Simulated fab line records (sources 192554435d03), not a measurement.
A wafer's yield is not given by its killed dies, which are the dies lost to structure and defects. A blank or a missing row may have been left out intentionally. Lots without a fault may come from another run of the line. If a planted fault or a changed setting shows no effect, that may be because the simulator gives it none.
One fault seen from 2 desks | flow n5 finfet | only its own numbers are on each desk; what lay behind them is given at the end

THE TOOL OWNER'S DESK: pvd sputter-02
The tool's own readings at N5_MOL_CONTACT_COAG_SPUTTER_143 (material Co, target thk 2.5 nm): means of the sampled wafers that have a number, for each lot that ran on this tool. A lot is out of limits, marked OUT, if its mean lies more than 4 standard deviations from the usual mean; the brackets give that distance.
Columns: A = throttle valve pct at N5_MOL_CONTACT_COAG_SPUTTER_143, usual 29.9 %
lot  | first seen here | A
L427 | day 4 23:58     | 30.1
L429 | day 5 15:27     | 29.0
L430 | day 5 19:34     | 30.5
L439 | day 8 09:31     | 28.9
This desk found nothing out of limits on any of the 4 lots.

THE METROLOGY DESK
Lot by lot, what the gauges showed, no matter which tool ran the lot: averages of those sampled wafers that carry a number. A lot is out of limits, marked OUT, if its mean lies more than 4 standard deviations from the usual mean; the brackets give that distance. Only the readings that lie furthest out on some lot appear, 7 of the 11 it has.
Columns: A = cd nm at N5_MOL_CONTACT_COAG_CD_MEAS_99, usual 17.3 nm; B = DIBL_P at N5_BEOL_M4_RC_MEAS_101, usual 36.3 mV/V; C = IOFF_N at N5_BEOL_M4_RC_MEAS_101, usual 0.15 nA/um; D = IOFF_P at N5_BEOL_M4_RC_MEAS_101, usual 0.21 nA/um; E = ION_P at N5_BEOL_M4_RC_MEAS_101, usual 463 uA/um; F = SS_N at N5_BEOL_M4_RC_MEAS_101, usual 71.5 mV/dec; G = VT_P at N5_BEOL_M4_RC_MEAS_101, usual -250 mV
lot  | first seen here | A    | B    | C    | D    | E   | F    | G
L427 | day 4 21:01     | 17.6 | 39.1 | 0.19 | 0.23 | 459 | 72.0 | -251
L429 | day 5 10:11     | 17.4 | 37.1 | 0.12 | 0.16 | 451 | 71.3 | -258
L430 | day 5 16:37     | 17.4 | 35.9 | 0.13 | 0.19 | 454 | 70.9 | -252
L440 | day 8 05:55     | 17.3 | 36.3 | 0.16 | 0.22 | 465 | 71.4 | -249
L439 | day 8 06:23     | 17.3 | 36.3 | 0.16 | 0.23 | 468 | 70.4 | -248
L444 | day 9 09:27     | 17.9 | 38.5 | 0.17 | 0.23 | 464 | 71.5 | -252
This desk found nothing out of limits on any of the 6 lots.

ALL TOGETHER
The desk of the tool owner found nothing out of limits.
The metrology desk saw nothing out of limits.

WHAT THE SIMULATOR HAD INSERTED
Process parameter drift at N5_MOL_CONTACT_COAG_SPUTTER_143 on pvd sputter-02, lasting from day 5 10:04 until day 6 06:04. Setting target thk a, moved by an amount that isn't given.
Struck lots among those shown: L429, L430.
